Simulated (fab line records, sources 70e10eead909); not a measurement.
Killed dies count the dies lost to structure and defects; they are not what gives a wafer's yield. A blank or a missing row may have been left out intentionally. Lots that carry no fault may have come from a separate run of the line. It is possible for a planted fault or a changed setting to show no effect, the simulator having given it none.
fab line records	flow nandHarc
record lots=6	wafers=18	lastDay=34
route steps=1302 shown THIN_TSV@1261 END@1302
lots untouched by any fault: they come from a run of this same line in which no faults occurred
startH: hours from the record's opening day to when the first of the lot's shown wafers began	waitH: hours since the lot's step before	" repeats the value in the row above	L1.1+2: a single row standing in for several wafers	- no value, or no start was given	* or withheld: withheld	< > ~ a bound
route shown NAME@n: names a module that has steps shown in the file, with the first one's number in the route	usual: the fault-free wafers' mean and standard deviation	same: alike in all rows	chamber/n: place in a boat	sites: readings site by site	_std_site: standard deviation of those values	_edge_site: the outer-site mean with the inner-site mean subtracted	radiusMm: for every site, how far away it sits from the centre of the wafer	mask NAME#n: copy n	behind: tool/chamber where the wafer was last shaped	hold: cause of the lot's hold/its duration in hours/its outcome	device: which transistor (n, p or np) failed to switch	end of line: the same wafers' tests at the end of the route	a step given without rows: its recipe and nothing more	killed: at the first sort, the dies lost to defects and structure; wafer yield is something else	map: a wafer's dies, marking killed ones x, the rest . and places with no die _
set.NAME: setting as actually run; set.NAME@STEP: the setting as run at that earlier step	model.NAME: the simulator's own value behind a step, which no gauge read
lots seen at some steps along the route; tables by step, rows by wafer
services: when a tool's chamber went out of use (startH, in hours from the record's first day, below 0 if earlier), for how many hours, and the reason
## steps
# step NHARC_THIN_TSV_DESCUM_14
# recipe timeS=3	o2FlowSccm=200	arFlowSccm=0	biasPowerW=0	chemistry=O2
# step NHARC_THIN_TSV_ETCH_44
# recipe targetDepthA=15942	timeS=797.1	cf4FlowSccm=150	o2FlowSccm=10	arFlowSccm=0	rfW=300	biasW=800	chemistry=CF4/O2
# usual drypumpMotorCurrentA=5.6/0.4	oesProductAu=1.007/0.012	rfVppV=797/4.8	showerheadPlenumPTorr=1.87/0.075	throttleValvePct=16.914/0.0088
lot.wafer	tool	chamber	startH	waitH	drypumpMotorCurrentA	oesProductAu	rfHoursCounterH	rfVppV	showerheadPlenumPTorr	throttleValvePct
L465.1	rieDiel-05	1	654.96	0.2	5.2	0.998	3.7	795	1.82	16.921
L465.3	"	2	"	"	5.2	1.005	3.4	798	1.91	16.919
L465.6	"	0	"	"	5.9	1.008	-	802	1.93	16.924
L464.4	rieDiel-10	2	656.19	0.2	4.8	0.994	2.7	790	1.74	16.922
L464.1	"	3	"	"	5.8	1.005	2.8	795	1.82	16.909
L464.6	"	1	"	"	5.7	1.018	-	786	1.71	16.909
L473.1	rieDiel-10	2	747.40	0.1	4.9	1.000	7.6	788	1.74	16.919
L473.4	"	2	"	"	4.9	0.996	-	788	1.74	16.924
L473.6	"	3	"	"	5.8	1.021	-	793	1.82	16.918
L472.4	rieDiel-05	1	748.63	0.1	5.2	0.986	8.6	793	1.82	16.918
L472.3	"	2	"	"	5.2	1.011	8.3	800	1.91	16.927
L472.1	"	3	"	"	5.7	1.023	8.3	799	1.91	16.930
L475.2	rieDiel-10	0	765.08	0.1	5.6	0.993	10.2	801	1.92	16.918
L475.3	"	1	"	"	5.7	1.013	8.1	786	1.70	16.912
L475.5	"	0	"	"	5.6	0.981	-	800	1.92	16.919
L474.2	rieDiel-05	3	792.25	0.1	5.6	1.028	0.9	799	1.91	16.918
L474.3	"	1	"	"	5.2	1.002	1.0	793	1.82	16.918
L474.5	"	0	"	"	5.9	1.019	-	802	1.93	16.929
# step NHARC_THIN_TSV_ETCH_15
# recipe targetDepthA=30000	boschTargetOveretchCycles=2	boschEtchStepS=2.8	boschDepStepS=1.2	boschCycles=14
# step NHARC_THIN_TSV_CD_MEAS_16
# usual cdNm=1000.5/2
lot.wafer	tool	chamber	startH	waitH	cdNm
L465.1	cdSem-01	-	655.59	0.1	1001.6
L465.3	"	-	"	"	999.6
L465.6	"	-	"	"	1002.5
L464.1	cdSem-03	-	656.79	0.1	999.0
L464.4	"	-	"	"	998.5
L464.6	"	-	"	"	1002.9
L473.1	cdSem-01	-	748.24	0.1	1000.9
L473.4	"	-	"	"	999.1
L473.6	"	-	"	"	1000.3
L472.1	cdSem-02	-	749.28	0.1	1000.4
L472.3	"	-	"	"	1001.4
L472.4	"	-	"	"	1003.3
L475.2	cdSem-03	-	765.80	0.1	998.9
L475.3	"	-	"	"	998.2
L475.5	"	-	"	"	1001.5
L474.2	cdSem-02	-	792.96	0.1	998.9
L474.3	"	-	"	"	997.8
L474.5	"	-	"	"	997.5
# step NHARC_THIN_TSV_STRIP_45
# recipe powerW=1500	tempC=250	chemistry=O2
# usual drypumpMotorCurrentA=5.6/0.5	heaterPowerW=351/46
lot.wafer	tool	chamber	startH	waitH	drypumpMotorCurrentA	heaterPowerW	rfHoursCounterH
L465.1	plasmaAsher-02	1	655.71	0.1	5.0	344	11
L465.3	"	1	"	"	5.0	349	-
L465.6	"	0	"	"	6.0	343	-
L464.1	plasmaAsher-01	0	656.91	0.1	6.3	275	27
L464.4	"	1	"	"	5.4	422	-
L464.6	"	0	"	"	6.2	278	-
L473.1	plasmaAsher-01	0	748.31	0.1	6.3	280	8
L473.4	"	0	"	"	6.2	288	-
L473.6	"	1	"	"	5.4	435	-
L472.1	plasmaAsher-02	0	749.40	0.1	6.0	343	29
L472.4	"	1	"	"	5.0	351	-
L472.3	"	0	"	"	6.0	359	-
L475.2	plasmaAsher-01	0	765.87	0.1	6.3	281	10
L475.3	"	1	"	"	5.4	430	-
L475.5	"	0	"	"	6.3	285	-
L474.2	plasmaAsher-01	1	793.08	0.1	5.4	440	18
L474.3	"	1	"	"	5.4	439	-
L474.5	"	1	"	"	5.4	447	-
# step NHARC_THIN_TSV_STRIP_46
# recipe timeS=1200	tempC=72.5	chemistry=postEtchResidueRemover
# step NHARC_THIN_TSV_DEP_47
# recipe targetThkA=2000	tempC=withheld	pressureTorr=6.5	rfW=900	teosFlowSccm=161.4	flowSccm=2650	targetThkNm=200	gas=O2	material=SiO2
# usual throttleValvePct=15.8/0.47
lot.wafer	tool	chamber	startH	waitH	throttleValvePct
L465.3	pecvd-01	0	656.52	-	15.8
L465.1	"	1	"	"	16.6
L465.6	"	0	"	"	15.7
L464.1	pecvd-02	0	657.71	-	15.7
L464.4	"	2	"	"	15.0
L464.6	"	1	"	"	15.8
L473.1	pecvd-01	0	749.16	-	15.2
L473.4	"	0	"	"	15.4
L473.6	"	1	"	"	17.1
L472.3	pecvd-02	1	750.15	-	15.8
L472.1	"	2	"	"	15.6
L472.4	"	2	"	"	15.5
L475.3	pecvd-01	2	766.67	-	16.4
L475.2	"	1	"	"	17.0
L475.5	"	2	"	"	16.0
L474.2	pecvd-04	1	793.96	-	15.8
L474.3	"	2	"	"	16.3
L474.5	"	2	"	"	16.2
# step NHARC_THIN_TSV_ETCHBACK_48
# recipe targetDepthA=10285	overEtchFrac=0.3	timeS=405.17	ionEnergyEv=250	c4f8FlowSccm=withheld	arFlowSccm=withheld	rfW=600	biasW=300	chemistry=C4F8/Ar
# step NHARC_THIN_TSV_STRIP_62
# recipe powerW=1500	tempC=250	timeS=20	chemistry=N2/H2
# step NHARC_THIN_TSV_DEGAS_49
# recipe tempC=300	timeS=120
# step NHARC_THIN_TSV_PRE_CLEAN_50
# recipe timeS=30	tempC=280	gas=H2/He
# usual heaterPowerW=436/47
lot.wafer	tool	chamber	startH	waitH	heaterPowerW
L465.1	pvdSputter-02	-	-	-	390
L465.3	"	-	"	"	493
L465.6	"	-	"	"	394
L464.1	pvdSputter-01	-	-	-	433
L464.4	"	-	"	"	407
L464.6	"	-	"	"	468
L473.1	pvdSputter-02	-	-	-	469
L473.4	"	-	"	"	484
L473.6	"	-	"	"	464
L472.1	pvdSputter-03	-	-	-	445
L472.4	"	-	"	"	337
L472.3	"	-	"	"	478
L475.3	pvdSputter-02	-	-	-	501
L475.2	"	-	"	"	388
L475.5	"	-	"	"	510
L474.3	pvdSputter-01	-	-	-	429
L474.2	"	-	"	"	502
L474.5	"	-	"	"	497
# step NHARC_THIN_TSV_PVD_19
# recipe targetThkA=200	chamberPressurePa=5	material=TaN
# usual chamberPressurePa=4.999/0.0099	throttleValvePct=30.0/0.66
lot.wafer	tool	chamber	startH	waitH	chamberPressurePa	throttleValvePct
L465.1	pvdSputter-02	-	-	-	4.996	29.7
L465.3	"	-	"	"	5.003	30.4
L465.6	"	-	"	"	4.974	30.0
L464.1	pvdSputter-01	-	-	-	5.004	29.2
L464.4	"	-	"	"	4.990	28.7
L464.6	"	-	"	"	4.982	29.1
L473.4	pvdSputter-02	-	-	-	4.996	30.5
L473.1	"	-	"	"	4.999	29.9
L473.6	"	-	"	"	5.010	29.9
L472.4	pvdSputter-03	-	-	-	5.003	28.7
L472.1	"	-	"	"	4.991	30.3
L472.3	"	-	"	"	4.999	31.0
L475.3	pvdSputter-02	-	-	-	4.996	30.2
L475.2	"	-	"	"	4.985	29.9
L475.5	"	-	"	"	4.993	30.4
L474.2	pvdSputter-01	-	-	-	4.990	28.9
L474.3	"	-	"	"	5.017	29.2
L474.5	"	-	"	"	4.977	29.2
# step NHARC_THIN_TSV_PVD_51
# recipe targetThkA=1000	chamberPressurePa=5	material=Cu
# usual chamberPressurePa=4.999/0.01	throttleValvePct=30.0/0.66
lot.wafer	tool	chamber	startH	waitH	chamberPressurePa	throttleValvePct
L465.1	pvdSputter-02	-	657.71	-	5.002	29.6
L465.3	"	-	"	"	4.986	29.9
L465.6	"	-	"	"	4.997	30.1
L464.4	pvdSputter-01	-	658.90	-	5.005	30.3
L464.1	"	-	"	"	4.998	28.6
L464.6	"	-	"	"	5.014	29.2
L473.1	pvdSputter-02	-	750.32	-	-	-
L473.4	"	-	"	"	-	-
L473.6	"	-	"	"	-	-
L472.4	pvdSputter-03	-	751.36	-	-	-
L472.1	"	-	"	"	-	-
L472.3	"	-	"	"	-	-
L475.2	pvdSputter-02	-	767.89	-	4.986	30.1
L475.3	"	-	"	"	5.007	29.7
L475.5	"	-	"	"	5.008	30.3
L474.3	pvdSputter-01	-	795.19	-	4.994	29.1
L474.2	"	-	"	"	5.006	29.6
L474.5	"	-	"	"	4.985	28.3
# step NHARC_THIN_TSV_ECD_20
# recipe targetThkA=20000	material=Cu
# step NHARC_END_SORT_01
# recipe tempC=25
# usual defectLimitedYield=90/4.1	killedAtArray=63/27	killedAtOther=0.7/1.2	killedAtPeriphery=3.1/2	killedDies=67/28	killedOpen=3.0/1.9	killedShort=2.2/1.5
# same grossDies=677
lot.wafer	tool	chamber	startH	waitH	defectLimitedYield[%]	killedAtArray	killedAtOther	killedAtPeriphery	killedDies	killedOpen	killedShort
L464.1	prober-01	0	669.53	2.5	91	60	0	2	62	2	0
L464.4	prober-01	0	671.92	3.4	90	63	0	2	65	2	1
L464.6	prober-01	0	673.52	4.0	91	56	2	0	58	3	1
L465.1	prober-02	0	669.58	2.5	95	30	3	1	34	3	4
L465.3	prober-02	0	671.18	3.1	95	35	1	0	36	3	1
L465.6	prober-02	0	673.58	4.0	95	29	0	2	31	4	5
L473.1	prober-01	0	765.21	2.5	0	31	644	2	677	2	1
L473.4	prober-01	0	767.60	3.4	0	31	645	1	677	2	0
L473.6	prober-01	0	769.19	4.0	0	24	651	2	677	1	3
L472.1	prober-02	0	771.54	2.5	0	92	584	1	677	2	2
L472.3	prober-02	0	773.14	3.1	0	80	595	2	677	3	3
L472.4	prober-02	0	773.94	3.4	0	94	582	1	677	4	4
# killed by level:class
L464.1 A_SLIT:chamberFilmFlake=35 A_CHANNEL_HOLE_D2:chamberFilmFlake=12 A_CHANNEL_HOLE_D1:chamberFilmFlake=6 A_STAIRCASE:chamberFilmFlake=3 P_ZERO_WELL:chamberFilmFlake=2 A_WL_FILL:chamberFilmFlake=2 A_ONON_D1:geometricParticle:open=1 A_WL_FILL:geometricParticle:open=1
L465.1 A_CHANNEL_HOLE_D1:chamberFilmFlake=8 A_DECK1_JOINT:chamberFilmFlake=4 A_SLIT:chamberFilmFlake=4 A_CONTACT:chamberFilmFlake=3 THIN_TSV:chamberFilmFlake=3 A_M0:geometricParticle:short=2 A_BLC:chamberFilmFlake=2 A_ONON_D1:geometricParticle:open=1
L465.3 A_CHANNEL_HOLE_D1:chamberFilmFlake=11 A_CONTACT:chamberFilmFlake=7 A_SLIT:chamberFilmFlake=3 A_ZERO_WELL:chamberFilmFlake=2 A_DECK1_JOINT:chamberFilmFlake=2 A_BLC:chamberFilmFlake=2 A_CHANNEL_FILL_D1:geometricParticle:short=1 A_CHANNEL_FILL_D1:geometricParticle:open=1
L464.4 A_SLIT:chamberFilmFlake=26 A_CHANNEL_HOLE_D2:chamberFilmFlake=17 A_CHANNEL_HOLE_D1:chamberFilmFlake=8 A_STAIRCASE:chamberFilmFlake=3 A_CHANNEL_FILL_D2:chamberFilmFlake=2 A_WL_FILL:chamberFilmFlake=2 P_GATE:geometricParticle:open=1 A_WL_FILL:geometricParticle:short=1
L464.6 A_SLIT:chamberFilmFlake=33 A_CHANNEL_HOLE_D2:chamberFilmFlake=13 A_CHANNEL_HOLE_D1:chamberFilmFlake=3 THIN_TSV:chamberFilmFlake=2 A_CHANNEL_FILL_D2:geometricParticle:short=1 A_CONTACT:geometricParticle:open=1 A_BLC:geometricParticle:open=1 A_M0:geometricParticle:open=1
L465.6 A_CHANNEL_HOLE_D1:chamberFilmFlake=6 A_CONTACT:chamberFilmFlake=4 A_SLIT:chamberFilmFlake=3 A_DECK1_JOINT:chamberFilmFlake=3 A_ONON_D1:geometricParticle:short=2 A_CHANNEL_FILL_D1:geometricParticle:open=2 A_STAIRCASE:chamberFilmFlake=2 A_BLC:chamberFilmFlake=2
L473.1 THIN_TSV:areaPvd=643 A_CHANNEL_HOLE_D1:chamberFilmFlake=16 A_SLIT:chamberFilmFlake=4 A_STAIRCASE:chamberFilmFlake=3 A_DECK1_JOINT:chamberFilmFlake=2 A_WL_FILL:chamberFilmFlake=2 P_M0:geometricParticle:open=1 A_SGD_CUT:geometricParticle:open=1
L473.4 THIN_TSV:areaPvd=645 A_CHANNEL_HOLE_D1:chamberFilmFlake=19 A_SLIT:chamberFilmFlake=6 A_STAIRCASE:chamberFilmFlake=2 A_SGD_CUT:geometricParticle:open=1 A_M0:geometricParticle:open=1 P_M1:chamberFilmFlake=1 A_DECK1_JOINT:chamberFilmFlake=1
L473.6 THIN_TSV:areaPvd=650 A_CHANNEL_HOLE_D1:chamberFilmFlake=11 A_SLIT:chamberFilmFlake=6 A_SGD_CUT:geometricParticle:short=2 A_CONTACT:chamberFilmFlake=2 P_CONTACT:geometricParticle:short=1 P_CONTACT:geometricParticle:open=1 A_DECK1_JOINT:chamberFilmFlake=1
L472.1 THIN_TSV:areaPvd=584 A_CHANNEL_HOLE_D1:chamberFilmFlake=36 A_SLIT:chamberFilmFlake=28 A_CHANNEL_HOLE_D2:chamberFilmFlake=19 A_CONTACT:chamberFilmFlake=5 P_CONTACT:geometricParticle:short=1 A_DECK1_JOINT:geometricParticle:short=1 A_CONTACT:geometricParticle:open=1
L472.3 THIN_TSV:areaPvd=594 A_CHANNEL_HOLE_D1:chamberFilmFlake=28 A_SLIT:chamberFilmFlake=24 A_CHANNEL_HOLE_D2:chamberFilmFlake=13 A_CONTACT:chamberFilmFlake=5 A_ZERO_WELL:chamberFilmFlake=4 P_CONTACT:geometricParticle:open=1 P_M0:geometricParticle:open=1
L472.4 THIN_TSV:areaPvd=582 A_CHANNEL_HOLE_D1:chamberFilmFlake=34 A_SLIT:chamberFilmFlake=28 A_CHANNEL_HOLE_D2:chamberFilmFlake=17 A_CONTACT:chamberFilmFlake=5 A_WL_FILL:geometricParticle:short=2 A_CHANNEL_HOLE_D1:geometricParticle:short=1 A_CHANNEL_FILL_D1:geometricParticle:open=1
# map L472.1 (x killed, . not)
____________x____________
_________xxxxxxx_________
_______xxxxxxxxxxx_______
______xxxxxxxxxxxxx______
_____xxxxxxxxxxxxxxx_____
____xxxxxxxxxxxxxxxxx____
____xxxxxxxxxxxxxxxxx____
___xxxxxxxxxxxxxxxxxxx___
___xxxxxxxxxxxxxxxxxxx___
__xxxxxxxxxxxxxxxxxxxxx__
__xxxxxxxxxxxxxxxxxxxxx__
_xxxxxxxxxxxxxxxxxxxxxxx_
_xxxxxxxxxxxxxxxxxxxxxxx_
_xxxxxxxxxxxxxxxxxxxxxxx_
_xxxxxxxxxxxxxxxxxxxxxxx_
_xxxxxxxxxxxxxxxxxxxxxxx_
xxxxxxxxxxxxxxxxxxxxxxxxx
xxxxxxxxxxxxxxxxxxxxxxxxx
xxxxxxxxxxxxxxxxxxxxxxxxx
xxxxxxxxxxxxxxxxxxxxxxxxx
xxxxxxxxxxxxxxxxxxxxxxxxx
_xxxxxxxxxxxxxxxxxxxxxxx_
_xxxxxxxxxxxxxxxxxxxxxxx_
_xxxxxxxxxxxxxxxxxxxxxxx_
_xxxxxxxxxxxxxxxxxxxxxxx_
_xxxxxxxxxxxxxxxxxxxxxxx_
__xxxxxxxxxxxxxxxxxxxxx__
__xxxxxxxxxxxxxxxxxxxxx__
___xxxxxxxxxxxxxxxxxxx___
___xxxxxxxxxxxxxxxxxxx___
____xxxxxxxxxxxxxxxxx____
____xxxxxxxxxxxxxxxxx____
_____xxxxxxxxxxxxxxx_____
______xxxxxxxxxxxxx______
_______xxxxxxxxxxx_______
_________xxxxxxx_________
____________x____________
# map L473.1 (x killed, . not)
____________x____________
_________xxxxxxx_________
_______xxxxxxxxxxx_______
______xxxxxxxxxxxxx______
_____xxxxxxxxxxxxxxx_____
____xxxxxxxxxxxxxxxxx____
____xxxxxxxxxxxxxxxxx____
___xxxxxxxxxxxxxxxxxxx___
___xxxxxxxxxxxxxxxxxxx___
__xxxxxxxxxxxxxxxxxxxxx__
__xxxxxxxxxxxxxxxxxxxxx__
_xxxxxxxxxxxxxxxxxxxxxxx_
_xxxxxxxxxxxxxxxxxxxxxxx_
_xxxxxxxxxxxxxxxxxxxxxxx_
_xxxxxxxxxxxxxxxxxxxxxxx_
_xxxxxxxxxxxxxxxxxxxxxxx_
xxxxxxxxxxxxxxxxxxxxxxxxx
xxxxxxxxxxxxxxxxxxxxxxxxx
xxxxxxxxxxxxxxxxxxxxxxxxx
xxxxxxxxxxxxxxxxxxxxxxxxx
xxxxxxxxxxxxxxxxxxxxxxxxx
_xxxxxxxxxxxxxxxxxxxxxxx_
_xxxxxxxxxxxxxxxxxxxxxxx_
_xxxxxxxxxxxxxxxxxxxxxxx_
_xxxxxxxxxxxxxxxxxxxxxxx_
_xxxxxxxxxxxxxxxxxxxxxxx_
__xxxxxxxxxxxxxxxxxxxxx__
__xxxxxxxxxxxxxxxxxxxxx__
___xxxxxxxxxxxxxxxxxxx___
___xxxxxxxxxxxxxxxxxxx___
____xxxxxxxxxxxxxxxxx____
____xxxxxxxxxxxxxxxxx____
_____xxxxxxxxxxxxxxx_____
______xxxxxxxxxxxxx______
_______xxxxxxxxxxx_______
_________xxxxxxx_________
____________x____________
## services
tool	chamber	startH	hours	kind
pecvd-04	-	631.45	13.0	pm
rieDiel-05	0	641.60	-	clean
rieDiel-05	1	641.60	-	clean
rieDiel-05	2	641.60	-	clean
pvdSputter-02	-	671.34	3.6	repair
pecvd-01	-	673.67	13.0	pm
pecvd-02	2	675.39	4.0	repair
pvdSputter-03	-	680.47	1.1	repair
plasmaAsher-01	-	696.39	9.0	pm
plasmaAsher-01	0	696.39	9.0	ventCycle
plasmaAsher-01	1	696.39	9.0	ventCycle
pvdSputter-03	-	704.00	10.0	pm
plasmaAsher-01	0	705.39	-	clean
plasmaAsher-01	1	705.39	-	clean
pvdSputter-03	-	725.80	8.4	repair
rieDiel-10	1	729.47	22.5	repair
pvdSputter-02	-	742.20	3.2	repair
pvdSputter-02	-	747.49	1.0	repair
pvdSputter-01	-	760.00	10.0	pm
rieDiel-05	-	760.60	9.0	pm
pecvd-01	2	767.42	20.3	repair
pecvd-02	-	770.26	13.0	pm
rieDiel-10	-	773.50	9.0	pm
plasmaAsher-02	-	780.23	9.0	pm
## key
firstSign step=NHARC_THIN_TSV_PVD_51	reading=toolRecord	direction=missing
effect step=NHARC_END_SORT_01	reading=killedAtOther	direction=up	sigmas=99+	usual=0.7	struck=616.8
moreKillsBornAt NHARC_THIN_TSV_PVD_51@pvdSputter-02=1938	NHARC_THIN_TSV_PVD_51@pvdSputter-03=1760
metAt NHARC_THIN_TSV_PVD_51
struckWafers L472.1,L472.3,L472.4,L473.1,L473.4,L473.6
laterRowsLeftOut L472.1,L472.3,L472.4,L473.1,L473.4,L473.6
onsetBetween 657.71 750.32
fault kind=skippedStepWhole	tool=pvdSputter-02,pvdSputter-03	chamber=-	onsetH=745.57	steps=NHARC_THIN_TSV_PVD_51	scope=struckLotsOnly
# laterRowsLeftOut: the simulator's readings of these wafers behind a module that went badly wrong aren't trusted and aren't shown, but for the sort
